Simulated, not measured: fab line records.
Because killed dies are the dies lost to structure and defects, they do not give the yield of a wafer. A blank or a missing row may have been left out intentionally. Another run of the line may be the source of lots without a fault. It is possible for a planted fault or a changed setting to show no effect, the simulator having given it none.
Split-lot experiment :: flow n5 finfet :: 21 wafers read from 7 lots, route of 1938 steps

== THE SPLIT ==
At N5_BEOL_M15_SPUTTER_44 (material Ta, target thk 15 nm, time 24.19 s), the setting time s was moved away from the recipe's 24.19 s on 7 of the 21 wafers read, by -10.2% to +10.6%. This setting was run at the recipe's value on the other wafers.

The split's own step is where the reading is taken.

== THE READING ==
Ta_of_BEOL_M15_SPUTTER_44.thk nm (the simulator's own value, which no gauge read), in nm, at N5_BEOL_M15_SPUTTER_44 (material Ta, target thk 15 nm, time 24.19 s). No usual value for it is given in the file. Average 14.8 nm, standard deviation 0.27 nm, over the 14 wafers here run with the recipe.

wafer: L074.2
tool, chamber at the split: pvd sputter-01, -
time s as run, s: 24.19
against the recipe: recipe
Ta_of_BEOL_M15_SPUTTER_44.thk nm, nm: 14.4
against lot-mates on the recipe: -

wafer: L074.5
tool, chamber at the split: pvd sputter-01, -
time s as run, s: 24.19
against the recipe: recipe
Ta_of_BEOL_M15_SPUTTER_44.thk nm, nm: 14.4
against lot-mates on the recipe: -

wafer: L074.3
tool, chamber at the split: pvd sputter-01, -
time s as run, s: 24.19
against the recipe: recipe
Ta_of_BEOL_M15_SPUTTER_44.thk nm, nm: 14.6
against lot-mates on the recipe: -

wafer: L077.2
tool, chamber at the split: pvd sputter-03, -
time s as run, s: 24.19
against the recipe: recipe
Ta_of_BEOL_M15_SPUTTER_44.thk nm, nm: 15
against lot-mates on the recipe: -

wafer: L077.5
tool, chamber at the split: pvd sputter-03, -
time s as run, s: 24.19
against the recipe: recipe
Ta_of_BEOL_M15_SPUTTER_44.thk nm, nm: 15
against lot-mates on the recipe: -

wafer: L077.3
tool, chamber at the split: pvd sputter-03, -
time s as run, s: 21.72
against the recipe: -10.2%
Ta_of_BEOL_M15_SPUTTER_44.thk nm, nm: 13.6
against lot-mates on the recipe: -1.4

wafer: L087.1
tool, chamber at the split: pvd sputter-02, -
time s as run, s: 25.63
against the recipe: +6.0%
Ta_of_BEOL_M15_SPUTTER_44.thk nm, nm: 16
against lot-mates on the recipe: +1.2

wafer: L087.2
tool, chamber at the split: pvd sputter-02, -
time s as run, s: 24.19
against the recipe: recipe
Ta_of_BEOL_M15_SPUTTER_44.thk nm, nm: 14.8
against lot-mates on the recipe: -

wafer: L087.4
tool, chamber at the split: pvd sputter-02, -
time s as run, s: 24.19
against the recipe: recipe
Ta_of_BEOL_M15_SPUTTER_44.thk nm, nm: 14.8
against lot-mates on the recipe: -

wafer: L088.1
tool, chamber at the split: pvd sputter-03, -
time s as run, s: 24.19
against the recipe: recipe
Ta_of_BEOL_M15_SPUTTER_44.thk nm, nm: 15
against lot-mates on the recipe: -

wafer: L088.3
tool, chamber at the split: pvd sputter-03, -
time s as run, s: 24.19
against the recipe: recipe
Ta_of_BEOL_M15_SPUTTER_44.thk nm, nm: 14.6
against lot-mates on the recipe: -

wafer: L088.5
tool, chamber at the split: pvd sputter-03, -
time s as run, s: 24.19
against the recipe: recipe
Ta_of_BEOL_M15_SPUTTER_44.thk nm, nm: 15.2
against lot-mates on the recipe: -

wafer: L093.4
tool, chamber at the split: pvd sputter-01, -
time s as run, s: 24.19
against the recipe: recipe
Ta_of_BEOL_M15_SPUTTER_44.thk nm, nm: 14.6
against lot-mates on the recipe: -

wafer: L093.5
tool, chamber at the split: pvd sputter-01, -
time s as run, s: 23.1
against the recipe: -4.5%
Ta_of_BEOL_M15_SPUTTER_44.thk nm, nm: 14.4
against lot-mates on the recipe: -0.2

wafer: L093.6
tool, chamber at the split: pvd sputter-01, -
time s as run, s: 23.1
against the recipe: -4.5%
Ta_of_BEOL_M15_SPUTTER_44.thk nm, nm: 14
against lot-mates on the recipe: -0.6

wafer: L095.2
tool, chamber at the split: pvd sputter-03, -
time s as run, s: 22.81
against the recipe: -5.7%
Ta_of_BEOL_M15_SPUTTER_44.thk nm, nm: 14.4
against lot-mates on the recipe: -0.8

wafer: L095.3
tool, chamber at the split: pvd sputter-03, -
time s as run, s: 24.19
against the recipe: recipe
Ta_of_BEOL_M15_SPUTTER_44.thk nm, nm: 15.2
against lot-mates on the recipe: -

wafer: L095.4
tool, chamber at the split: pvd sputter-03, -
time s as run, s: 24.19
against the recipe: recipe
Ta_of_BEOL_M15_SPUTTER_44.thk nm, nm: 15.2
against lot-mates on the recipe: -

wafer: L096.1
tool, chamber at the split: pvd sputter-03, -
time s as run, s: 24.19
against the recipe: recipe
Ta_of_BEOL_M15_SPUTTER_44.thk nm, nm: 15
against lot-mates on the recipe: -

wafer: L096.2
tool, chamber at the split: pvd sputter-03, -
time s as run, s: 26.75
against the recipe: +10.6%
Ta_of_BEOL_M15_SPUTTER_44.thk nm, nm: 16.6
against lot-mates on the recipe: +1.6

wafer: L096.4
tool, chamber at the split: pvd sputter-03, -
time s as run, s: 26.75
against the recipe: +10.6%
Ta_of_BEOL_M15_SPUTTER_44.thk nm, nm: 16.4
against lot-mates on the recipe: +1.4

FIT RESULTS
A straight line over all 21 wafers: Ta_of_BEOL_M15_SPUTTER_44.thk nm changes by +0.144 nm for each +1% of time s; r = +0.93; the points scatter about the line by 0.27 nm.
The same after taking each lot's own level away (the mean of its wafers on the recipe; 21 wafers): +0.14 nm for each +1%; r = +0.97; scatter 0.17 nm.
According to that fit, moving time s by its largest amount changes the reading by 1.5 nm.
The lots' own levels span 14.47 to 15.20 nm, that is 2.7 times the standard deviation above.
So the lot-to-lot level changes the slope little: the two slopes agree.
Check: for one of the wafers moved furthest among these (+10.6%), held out of the fit, the line's prediction against its lot-mates is +1.5 nm. Against them it came out at +1.6 nm.

== THESE WAFERS: OTHER SPLITS ==
Note: prior to the reading, these wafers also went through further splits. Each is held against what the fit with the lots' levels taken away leaves over:
other split on the same wafers: N5_BEOL_M13_TRENCH_ETCH_34 time s
wafers away from the commonest value: 7
r with Ta_of_BEOL_M15_SPUTTER_44.thk nm (lot level and that fit taken away): -0.15

other split on the same wafers: N5_BEOL_M14_ETCH_68 time s
wafers away from the commonest value: 9
r with Ta_of_BEOL_M15_SPUTTER_44.thk nm (lot level and that fit taken away): +0.19

other split on the same wafers: N5_BEOL_M15_SPUTTER_43 power w
wafers away from the commonest value: 9
r with Ta_of_BEOL_M15_SPUTTER_44.thk nm (lot level and that fit taken away): -0.05

== FILE'S OWN FIT ==
Ta_of_BEOL_M15_SPUTTER_44.thk nm changes by +0.143 nm for each +1% of time s, r = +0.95.
